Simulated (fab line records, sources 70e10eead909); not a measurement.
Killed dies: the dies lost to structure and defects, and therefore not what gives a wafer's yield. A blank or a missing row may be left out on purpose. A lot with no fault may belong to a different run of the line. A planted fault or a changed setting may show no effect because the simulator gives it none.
fab line records	flow nand_harc
[record] lots = 11	wafers = 33	last_day = 24
route steps=1159 shown A_CONTACT@920 END@1159
lots untouched by any fault: they come from a run of this same line in which no faults occurred
start_h: the number of hours between the record's first day and the start of the first shown wafer of the lot	wait_h: how many hours have passed since the lot's step before this one	" repeats the value in the row above	L1.1+2: one row covering several wafers at once	- no value present, or no start provided	* or withheld: withheld	< > ~ a bound
route shown NAME@n: NAME is a module with steps in the file, n the number in the route of the first one	usual: mean/standard deviation taken from wafers without a fault	same: alike in all rows	chamber/n: place in a boat	sites: each site's reading	_std_site: their standard deviation	_edge_site: mean of outer sites minus mean of inner sites	radius_mm: for every site, how far away it sits from the centre of the wafer	mask NAME#n: copy n	behind: the last tool/chamber to shape the wafer	hold: what put the lot on hold/how long, in hours/how the hold closed	device: whichever transistor did not switch (one of n, p or np)	end of line: the same wafers' tests at the end of the route	step lacking rows: just its recipe	killed: the dies lost at the first sort to structure and to defects; this is not the yield of the wafer	map: a wafer's dies, x killed, . not, _ none there
set.NAME: the setting that was run; set.NAME@STEP: the one run at that earlier step	model.NAME: the simulator's own value behind a step, which no gauge read
the route's steps for a sample of lots (tables are steps, rows are wafers)
services: when a tool's chamber went out of use (start_h, in hours from the record's first day, below 0 if earlier), for how many hours, and the reason
[[steps]]
[step NHARC_A_CONTACT_ETCH_106]
[recipe] target_depth_a = 600	overetch_a = 60	time_s = 33	ion_energy_ev = 100	cf4_flow_sccm = 80	o2_flow_sccm = 20	ar_flow_sccm = 0	rf_w = 300	bias_w = 100	chemistry = CF4/O2
[usual] drypump_motor_current_A = 5.7/0.37	oes_product_au = 0.998/0.015	rf_vpp_V = 197.8/1.5	run_length_s = 54.4/0.5	showerhead_plenum_p_Torr = 1.34/0.06	throttle_valve_pct = 13.398/0.01
[same] time_s = 33
lot.wafer	tool	chamber	start_h	wait_h	drypump_motor_current_A	oes_product_au	rf_hours_counter_h	rf_vpp_V	run_length_s	showerhead_plenum_p_Torr	throttle_valve_pct
L535.2	rie_diel-12	1	376.86	0.1	5.5	0.971	32	197.8	54.9	1.27	13.380
L535.4	"	3	"	"	6.0	0.994	28	198.4	53.6	1.36	13.406
L535.5	"	0	"	"	5.3	0.983	-	198.3	54.6	1.38	13.403
L534.4	rie_diel-10	0	382.65	0.1	6.2	1.004	9	200.3	54.3	1.41	13.418
L534.2	"	1	"	"	6.3	0.997	8	198.9	54.2	1.44	13.401
L534.5	"	1	"	"	6.3	1.000	-	200.2	54.6	1.44	13.399
L537.4	rie_diel-12	1	392.22	0.1	5.5	0.993	1	195.3	55.0	1.27	13.401
L537.1	"	3	"	"	6.0	0.981	1	198.2	53.3	1.36	13.376
L537.6	"	0	"	"	5.3	0.999	-	199.0	54.6	1.38	13.394
L536.2	rie_diel-12	3	394.39	0.1	6.0	0.973	1	199.6	53.3	1.36	13.394
L536.1	"	0	"	"	5.3	0.995	1	198.3	54.8	1.38	13.396
L536.5	"	2	"	"	5.7	1.020	-	198.8	54.8	1.30	13.391
L540.3	rie_diel-10	1	408.41	0.1	6.3	0.991	19	200.5	54.6	1.44	13.398
L540.4	"	3	"	"	6.0	1.012	14	197.5	54.3	1.36	13.391
L540.5	"	2	"	"	5.6	1.001	-	196.2	53.9	1.28	13.396
L539.4	rie_diel-10	1	408.45	0.1	6.3	0.998	19	199.9	54.5	1.44	13.400
L539.5	"	0	"	"	6.2	1.009	-	200.6	53.5	1.40	13.403
L539.6	"	1	"	"	6.3	1.000	-	198.7	54.3	1.44	13.394
L543.3	rie_diel-12	1	422.01	0.1	5.5	0.991	6	196.9	54.4	1.27	13.394
L543.2	"	3	"	"	5.9	0.975	6	197.7	53.3	1.36	13.410
L543.1	"	0	"	"	5.3	1.010	7	199.3	54.5	1.37	13.405
L548.2	rie_diel-12	3	449.43	0.1	6.0	0.970	11	198.0	53.6	1.36	13.388
L548.1	"	1	"	"	5.5	0.982	11	195.5	54.5	1.27	13.414
L548.4	"	2	"	"	5.7	1.012	10	196.0	55.0	1.30	13.405
L546.3	rie_diel-10	2	464.03	0.1	5.6	1.008	43	196.4	54.6	1.28	13.402
L546.1	"	3	"	"	6.0	1.009	37	197.5	54.1	1.36	13.398
L546.6	"	1	"	"	6.3	0.998	-	199.4	54.3	1.44	13.413
L554.4	rie_diel-13	0	511.64	0.1	5.2	1.019	17	199.1	54.8	1.43	13.399
L554.2	"	1	"	"	5.5	0.994	15	196.1	54.2	1.28	13.412
L554.3	"	3	"	"	4.9	1.006	18	196.1	55.0	1.24	13.404
L555.2	rie_diel-10	0	514.73	0.1	6.2	1.003	58	198.4	53.6	1.39	13.408
L555.4	"	2	"	"	5.6	1.010	59	196.6	54.1	1.28	13.410
L555.5	"	3	"	"	6.0	1.017	-	198.4	54.1	1.35	13.382
[step NHARC_A_CONTACT_ETCH_88]
[recipe] target_depth_a = 390	over_etch_frac = 0.3	time_s = 65	ion_energy_ev = 80	cf4_flow_sccm = 150	ar_flow_sccm = 0	rf_w = 300	bias_w = 100	chemistry = CF4
[usual] drypump_motor_current_A = 5.7/0.36	oes_product_au = 0.997/0.015	rf_vpp_V = 151.3/1.1	run_length_s = 86.4/0.49	showerhead_plenum_p_Torr = 1.77/0.075	throttle_valve_pct = 13.284/0.0084
lot.wafer	tool	chamber	start_h	wait_h	drypump_motor_current_A	oes_product_au	rf_hours_counter_h	rf_vpp_V	run_length_s	showerhead_plenum_p_Torr	throttle_valve_pct
L535.2	rie_diel-13	3	380.20	0.2	5.0	1.003	35	150.1	87.0	1.66	13.296
L535.4	"	0	"	"	5.2	1.026	36	153.2	86.7	1.90	13.287
L535.5	"	0	"	"	5.2	1.012	-	151.8	86.9	1.90	13.292
L534.4	rie_diel-10	1	385.68	0.1	6.3	0.999	9	153.0	86.3	1.90	13.272
L534.2	"	2	"	"	5.6	1.007	8	151.2	86.2	1.71	13.293
L534.5	"	1	"	"	6.3	0.995	-	152.3	87.1	1.90	13.284
L537.4	rie_diel-12	3	396.71	0.1	6.0	0.980	1	151.5	85.7	1.80	13.287
L537.1	"	2	"	"	5.7	1.017	1	149.9	86.8	1.72	13.296
L537.6	"	3	"	"	6.0	0.963	-	150.3	85.3	1.80	13.294
L536.1	rie_diel-12	1	398.44	0.1	5.5	0.981	2	150.5	87.1	1.68	13.262
L536.2	"	3	"	"	6.0	0.981	2	152.1	85.5	1.80	13.298
L536.5	"	1	"	"	5.5	0.989	-	150.3	86.8	1.68	13.279
L540.4	rie_diel-12	2	411.27	0.2	5.7	1.015	4	149.2	87.1	1.72	13.282
L540.3	"	3	"	"	5.9	0.980	4	150.6	85.7	1.80	13.268
L540.5	"	1	"	"	5.5	0.996	-	150.5	86.4	1.68	13.296
L539.4	rie_diel-10	1	412.36	0.1	6.3	0.993	20	154.3	86.5	1.90	13.266
L539.6	"	1	"	"	6.3	0.992	-	152.5	86.3	1.90	13.279
L539.5	"	2	"	"	5.6	1.007	-	150.4	86.1	1.70	13.283
L543.1	rie_diel-13	0	425.82	0.3	5.3	1.020	50	152.3	86.6	1.89	13.300
L543.2	"	1	"	"	5.5	1.000	56	151.9	86.4	1.71	13.278
L543.3	"	1	"	"	5.5	0.998	-	151.8	86.2	1.71	13.274
L548.4	rie_diel-13	3	452.40	0.1	5.0	1.016	59	149.0	86.6	1.66	13.290
L548.1	"	0	"	"	5.2	1.034	62	152.2	86.6	1.89	13.278
L548.2	"	2	"	"	5.4	1.001	62	151.6	86.6	1.83	13.282
L546.3	rie_diel-12	1	466.85	0.1	5.5	0.983	14	149.3	86.9	1.68	13.275
L546.1	"	0	"	"	5.3	0.983	15	151.6	64.6	1.82	13.293
L546.6	"	2	"	"	5.7	1.001	-	151.6	86.8	1.72	13.291
L554.3	rie_diel-10	1	516.84	0.1	6.3	1.008	61	152.4	86.6	1.89	13.282
L554.4	"	2	"	"	5.6	1.010	60	152.0	86.2	1.69	13.279
L554.2	"	3	"	"	6.0	1.017	54	150.8	86.0	1.79	13.279
L555.2	rie_diel-10	0	518.08	0.1	6.2	1.003	59	152.3	86.2	1.84	13.292
L555.4	"	2	"	"	5.6	1.017	61	150.8	85.9	1.69	13.285
L555.5	"	0	"	"	6.2	0.990	-	153.2	86.3	1.84	13.276
[step NHARC_A_CONTACT_ETCH_31]
[recipe] target_depth_a = 20000	over_etch_frac = 0.3	time_s = 520	ion_energy_ev = 150	o2_flow_sccm = 400	cos_flow_sccm = 20	ar_flow_sccm = 0	rf_w = 500	bias_w = 300	chemistry = O2/COS
[usual] drypump_motor_current_A = 5.7/0.34	oes_product_au = 0.999/0.014	rf_vpp_V = 314.2/2	run_length_s = 541.4/0.52	showerhead_plenum_p_Torr = 3.12/0.13	throttle_valve_pct = 28.328/0.0095
[same] time_s = 520
lot.wafer	tool	chamber	start_h	wait_h	drypump_motor_current_A	oes_product_au	rf_hours_counter_h	rf_vpp_V	run_length_s	showerhead_plenum_p_Torr	throttle_valve_pct
L535.4	rie_diel-13	0	-	-	5.3	1.018	36	317.9	541.8	3.35	28.311
L535.2	"	1	"	"	5.6	1.006	39	311.9	541.9	3.02	28.329
L535.5	"	3	"	"	4.9	1.021	-	311.7	541.9	2.93	28.332
L534.2	rie_diel-10	2	-	-	5.6	1.008	9	312.4	541.3	3.01	28.319
L534.4	"	3	"	"	6.0	1.014	5	315.4	541.1	3.18	28.326
L534.5	"	1	"	"	6.3	1.002	-	319.2	541.2	3.37	28.337
L537.4	rie_diel-12	0	-	-	5.3	1.001	2	316.6	541.6	3.22	28.345
L537.1	"	1	"	"	5.5	0.991	2	312.1	542.1	2.97	28.330
L537.6	"	3	"	"	6.0	0.982	-	316.5	540.7	3.18	28.330
L536.2	rie_diel-12	0	-	-	5.3	1.004	2	316.9	541.7	3.22	28.315
L536.1	"	3	"	"	6.0	0.970	2	315.8	540.6	3.18	28.326
L536.5	"	0	"	"	5.4	1.000	-	314.9	541.6	3.22	28.320
L540.4	rie_diel-12	2	-	-	5.8	1.016	4	314.7	541.6	3.04	28.334
L540.3	"	3	"	"	6.0	0.982	5	313.5	540.6	3.18	28.319
L540.5	"	2	"	"	5.8	1.008	-	312.4	542.1	3.04	28.331
L539.4	rie_diel-10	2	-	-	5.6	1.009	20	311.8	540.9	3.01	28.318
L539.6	"	2	"	"	5.6	0.999	-	315.3	541.0	3.01	28.327
L539.5	"	3	"	"	6.0	1.025	-	315.7	541.6	3.18	28.363
L543.1	rie_diel-13	1	-	-	5.6	0.991	57	311.8	541.5	3.01	28.331
L543.3	"	2	"	"	5.4	0.999	52	315.5	541.6	3.24	28.325
L543.2	"	0	"	"	5.3	1.024	51	318.1	541.6	3.35	28.331
L548.1	rie_diel-13	1	-	-	5.6	0.994	67	311.4	541.3	3.01	28.340
L548.4	"	3	"	"	5.0	1.013	60	311.6	542.4	2.92	28.333
L548.2	"	0	"	"	5.3	1.027	62	316.6	541.9	3.34	28.329
L546.1	rie_diel-12	1	-	-	5.5	0.975	14	313.1	541.4	2.96	28.337
L546.3	"	2	"	"	5.7	1.010	14	311.7	541.6	3.03	28.331
L546.6	"	1	"	"	5.5	0.979	-	311.8	541.7	2.96	28.322
L554.4	rie_diel-10	0	-	-	6.3	0.995	59	317.3	540.5	3.26	28.329
L554.2	"	1	"	"	6.3	0.999	61	315.0	541.6	3.34	28.318
L554.3	"	2	"	"	5.6	1.002	60	312.6	540.9	2.99	28.328
L555.2	rie_diel-10	1	-	-	6.3	1.001	63	316.3	541.3	3.34	28.330
L555.4	"	0	"	"	6.3	1.006	61	315.2	540.7	3.26	28.358
L555.5	"	2	"	"	5.6	1.007	-	313.3	540.8	2.99	28.336
[step NHARC_A_CONTACT_ETCH_134]
[recipe] source_w = withheld	pressure_mtorr = 20	bias_v = withheld	time_s = 140	target_depth_a = 7000	ar_flow_sccm = withheld	c4f8_flow_sccm = withheld	o2_flow_sccm = withheld	chemistry = C4F8/O2/Ar
[usual] run_length_s = 141.4/0.54
[same] time_s = 140
lot.wafer	tool	chamber	start_h	wait_h	rf_hours_counter_h	run_length_s
L535.2	har_cap_etch-03	0	381.17	-	82	141.8
L535.4	"	1	"	"	-	140.6
L535.5	"	1	"	"	-	140.7
L534.2	har_cap_etch-02	0	386.77	-	14	141.1
L534.4	"	0	"	"	-	141.2
L534.5	"	0	"	"	-	141.2
L537.1	har_cap_etch-01	1	397.68	-	60	141.7
L537.4	"	0	"	"	-	141.9
L537.6	"	1	"	"	-	141.3
L536.1	har_cap_etch-01	0	399.41	-	61	141.8
L536.2	"	1	"	"	61	141.1
L536.5	"	1	"	"	-	141.5
L540.3	har_cap_etch-01	0	412.23	-	-	141.2
L540.4	"	1	"	"	-	141.2
L540.5	"	1	"	"	-	141.1
L539.4	har_cap_etch-02	0	413.37	-	-	141.1
L539.6	"	1	"	"	-	142.5
L539.5	"	0	"	"	-	141.6
L543.2	har_cap_etch-02	1	427.34	-	22	141.9
L543.1	"	0	"	"	22	141.3
L543.3	"	1	"	"	-	142.0
L548.1	har_cap_etch-01	0	453.32	-	71	141.4
L548.2	"	1	"	"	71	141.1
L548.4	"	1	"	"	-	141.0
L546.1	har_cap_etch-03	0	467.79	-	100	141.8
L546.3	"	0	"	"	-	141.7
L546.6	"	0	"	"	-	142.0
L554.2	har_cap_etch-01	0	517.78	-	80	141.3
L554.4	"	1	"	"	-	141.5
L554.3	"	0	"	"	-	141.4
L555.2	har_cap_etch-03	1	520.56	-	107	140.5
L555.4	"	0	"	"	-	142.3
L555.5	"	1	"	"	-	140.5
[step NHARC_END_SORT_01]
[recipe] temp_c = 25
[usual] killed_at_array = 27/10	killed_at_other = 0.6/0.83	killed_at_periphery = 2.4/1.8	killed_dies = 30/10	killed_open = 3.3/1.7	killed_short = 1.8/1.4
[same] gross_dies = 677
lot.wafer	tool	chamber	start_h	wait_h	killed_at_array	killed_at_other	killed_at_periphery	killed_dies	killed_open	killed_short
L546.1	prober-01	0	529.91	2.5	671	1	5	677	4	3
L546.3	prober-01	0	531.49	3.1	45	1	1	47	3	2
L546.6	prober-01	0	533.85	3.9	41	0	5	46	2	1
// killed by level:class
L546.1 A_CONTACT:area_etch=626 A_CHANNEL_HOLE_D1:chamber_film_flake=19 A_SLIT:chamber_film_flake=13 A_STAIRCASE:chamber_film_flake=5 P_GATE:chamber_film_flake=2 P_M0:geometric_particle:open=1 P_M1:geometric_particle:short=1 A_SOURCE_PLATE:geometric_particle:open=1
L546.3 A_CHANNEL_HOLE_D1:chamber_film_flake=21 A_SLIT:chamber_film_flake=13 A_CONTACT:chamber_film_flake=3 A_WL_FILL:chamber_film_flake=2 P_CONTACT:geometric_particle:open=1 A_SOURCE_PLATE:geometric_particle:open=1 A_ONON_D1:geometric_particle:short=1 A_WL_FILL:geometric_particle:short=1
L546.6 A_CHANNEL_HOLE_D1:chamber_film_flake=17 A_SLIT:chamber_film_flake=15 A_CONTACT:chamber_film_flake=5 A_STAIRCASE:chamber_film_flake=2 P_STI:geometric_particle:short=1 P_CONTACT:geometric_particle:open=1 A_CONTACT:geometric_particle:open=1 P_ZERO_WELL:chamber_film_flake=1
[[services]]
tool	chamber	start_h	hours	kind
rie_diel-10	-	353.50	9.0	pm
rie_diel-10	0	353.50	9.0	vent_cycle
rie_diel-10	1	353.50	9.0	vent_cycle
rie_diel-10	2	353.50	9.0	vent_cycle
rie_diel-10	3	353.50	9.0	vent_cycle
rie_diel-12	0	358.66	-	clean
rie_diel-12	1	358.66	-	clean
rie_diel-12	2	358.66	-	clean
rie_diel-12	3	358.66	-	clean
rie_diel-10	0	362.50	-	clean
rie_diel-10	1	362.50	-	clean
rie_diel-10	2	362.50	-	clean
rie_diel-10	2	362.50	-	consumable_replace:focus_ring
rie_diel-10	3	362.50	-	clean
rie_diel-10	3	373.61	6.9	repair
rie_diel-12	-	379.40	9.0	pm
rie_diel-13	2	413.52	13.1	repair
rie_diel-13	3	421.53	9.9	repair
rie_diel-13	-	453.15	9.0	pm
rie_diel-10	-	483.08	4.7	repair
rie_diel-13	2	494.71	3.3	repair
rie_diel-13	1	499.40	5.5	repair
rie_diel-12	2	512.50	2.9	repair
rie_diel-13	-	519.22	0.5	repair
[[key]]
[first_sign] step = NHARC_A_CONTACT_ETCH_88	reading = run_length_s	direction = down	sigmas = 44	usual = *	struck = *
[effect] step = NHARC_END_SORT_01	reading = killed_dies	direction = up	sigmas = 63	usual = 30	struck = 677
[more_kills_born_at] NHARC_A_CONTACT_ETCH_88@rie_diel-12 = 626
met_at NHARC_A_CONTACT_ETCH_88
struck_lots L546
struck_wafers L546.1
later_rows_left_out L546.1
tester_left_out L546
not_acting_at NHARC_A_CONTACT_ETCH_106,NHARC_A_CONTACT_ETCH_31,NHARC_A_CONTACT_ETCH_134
[fault] kind = process_parameter_drift	tool = rie_diel-12	chamber = 0	onset_h = 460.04	steps = NHARC_A_CONTACT_ETCH_88	channel = time_s	offset = *	shape = step	end_h = 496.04	acts_in = *	stated = *
// tester_left_out: of these lots the tester's yield and bins aren't shown, on N5 and GAA mostly nor the transistor test; their killed dies are dies lost to structure and defects alone, not to doping, threshold or leakage, so they don't give the yield
// later_rows_left_out: the simulator's readings of these wafers behind a module that went badly wrong aren't trusted and aren't shown, but for the sort
